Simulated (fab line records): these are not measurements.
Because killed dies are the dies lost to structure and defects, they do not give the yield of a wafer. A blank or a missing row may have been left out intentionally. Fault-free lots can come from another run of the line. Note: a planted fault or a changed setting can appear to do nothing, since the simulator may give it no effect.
Split-lot study | flow n5Finfet | 7 lots, 39 wafers read, on a route of 1938 steps

## ABOUT THE SPLIT
At N5_PASSIVATION_AL_DEP_21 (deposits Al, target thk 2800 nm, time 170 s), the setting timeS was moved away from the recipe's 170 s on 12 of the 39 wafers read, by -33.6% to +54.5%. This setting was run at the recipe's value on the other wafers.

The reading comes from the split's own step.

## THE READING
Al_of_PASSIVATION_AL_DEP_21.thkNm (the simulator's own value, which no gauge read), in nm, at N5_PASSIVATION_AL_DEP_21 (deposits Al, target thk 2800 nm, time 170 s). No usual value for it is given in the file. Average 2813 nm, standard deviation 29 nm, over the 27 wafers here run with the recipe.

wafer  | tool, chamber at the split | timeS as run, s | against the recipe | Al_of_PASSIVATION_AL_DEP_21.thkNm, nm | against lot-mates on the recipe
L076.1 | pvdSputter-01, -           | 170             | recipe             | 2779                                  | -
L076.4 | pvdSputter-01, -           | 170             | recipe             | 2796                                  | -
L076.6 | pvdSputter-01, -           | 170             | recipe             | 2780                                  | -
L078.1 | pvdSputter-03, -           | 170             | recipe             | 2826                                  | -
L078.2 | pvdSputter-03, -           | 170             | recipe             | 2830                                  | -
L078.3 | pvdSputter-03, -           | 170             | recipe             | 2848                                  | -
L078.4 | pvdSputter-03, -           | 170             | recipe             | 2803                                  | -
L078.5 | pvdSputter-03, -           | 170             | recipe             | 2833                                  | -
L078.6 | pvdSputter-03, -           | 170             | recipe             | 2813                                  | -
L082.1 | pvdSputter-02, -           | 170             | recipe             | 2855                                  | -
L082.2 | pvdSputter-02, -           | 170             | recipe             | 2808                                  | -
L082.3 | pvdSputter-02, -           | 170             | recipe             | 2874                                  | -
L082.4 | pvdSputter-02, -           | 170             | recipe             | 2805                                  | -
L082.5 | pvdSputter-02, -           | 170             | recipe             | 2806                                  | -
L082.6 | pvdSputter-02, -           | 170             | recipe             | 2857                                  | -
L089.1 | pvdSputter-02, -           | 262.7           | +54.5%             | 4302                                  | +1473
L089.2 | pvdSputter-02, -           | 262.7           | +54.5%             | 4362                                  | +1533
L089.3 | pvdSputter-02, -           | 170             | recipe             | 2790                                  | -
L089.4 | pvdSputter-02, -           | 170             | recipe             | 2843                                  | -
L089.5 | pvdSputter-02, -           | 170             | recipe             | 2853                                  | -
L089.6 | pvdSputter-02, -           | 262.7           | +54.5%             | 4290                                  | +1461
L094.1 | pvdSputter-01, -           | 170             | recipe             | 2835                                  | -
L094.2 | pvdSputter-01, -           | 170             | recipe             | 2808                                  | -
L094.3 | pvdSputter-01, -           | 132.2           | -22.2%             | 2203                                  | -612
L094.4 | pvdSputter-01, -           | 170             | recipe             | 2803                                  | -
L094.5 | pvdSputter-01, -           | 132.2           | -22.2%             | 2192                                  | -623
L094.6 | pvdSputter-01, -           | 132.2           | -22.2%             | 2217                                  | -598
L095.1 | pvdSputter-03, -           | 170             | recipe             | 2777                                  | -
L095.2 | pvdSputter-03, -           | 112.8           | -33.6%             | 1864                                  | -928
L095.3 | pvdSputter-03, -           | 112.8           | -33.6%             | 1886                                  | -906
L095.4 | pvdSputter-03, -           | 112.8           | -33.6%             | 1896                                  | -896
L095.5 | pvdSputter-03, -           | 170             | recipe             | 2805                                  | -
L095.6 | pvdSputter-03, -           | 170             | recipe             | 2794                                  | -
L097.1 | pvdSputter-01, -           | 235.6           | +38.6%             | 3874                                  | +1099
L097.2 | pvdSputter-01, -           | 170             | recipe             | 2769                                  | -
L097.3 | pvdSputter-01, -           | 170             | recipe             | 2776                                  | -
L097.4 | pvdSputter-01, -           | 235.6           | +38.6%             | 3900                                  | +1125
L097.5 | pvdSputter-01, -           | 170             | recipe             | 2780                                  | -
L097.6 | pvdSputter-01, -           | 235.6           | +38.6%             | 3862                                  | +1087

FIT RESULTS
A straight line over all 39 wafers: Al_of_PASSIVATION_AL_DEP_21.thkNm changes by +27.6 nm for each +1% of timeS; r = +1.00; the points scatter about the line by 27 nm.
The same after taking each lot's own level away (the mean of its wafers on the recipe; 39 wafers): +27.6 nm for each +1%; r = +1.00; scatter 23 nm.
According to that fit, moving timeS by its largest amount changes the reading by 1.5e+03 nm.
The span of the lots' own levels, 2775.0 to 2834.2 nm, comes to 2.1 times the standard deviation stated above.
The two slopes agree, so the slope changes little with the lot-to-lot level.
Check: for one of the wafers moved furthest among these (+54.5%), held out of the fit, the line's prediction against its lot-mates is +1.51e+03 nm. It came out at +1.47e+03 nm against them.

## OTHER SPLITS APPLIED TO THESE WAFERS
Note: prior to the reading, these wafers also went through further splits. Each is held against what the fit with the lots' levels taken away leaves over:
other split on the same wafers   | wafers away from the commonest value | r with Al_of_PASSIVATION_AL_DEP_21.thkNm (lot level and that fit taken away)
N5_BEOL_M12_ETCH_59 targetDepthA | 15                                   | -0.14
N5_BEOL_M15_TRENCH_ETCH_34 timeS | 12                                   | +0.02

## THE WHOLE CHAIN: every reading that the file lists as answering this split, in the file's order
step                     | what it does                                            | reading                                                                            | change (the file's fit)                                                           | r (the file's)
N5_PASSIVATION_AL_DEP_21 | deposits Al, target thk 2800 nm, time 170 s             | Al_of_PASSIVATION_AL_DEP_21.thkNm (the simulator's own value, which no gauge read) | +27.6 nm for each +1% of the setting                                              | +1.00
N5_PASSIVATION_ETCH_59   | etches TaN in Cl2/BCl3, target depth 65 nm, time 34.9 s | oesProductAu                                                                       | not straight: 0.80 at the lowest setting, 0.81 at the recipe, 0.22 at the highest | not given

## THE FILE'S OWN FIT
Al_of_PASSIVATION_AL_DEP_21.thkNm changes by +27.6 nm for each +1% of timeS, r = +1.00.
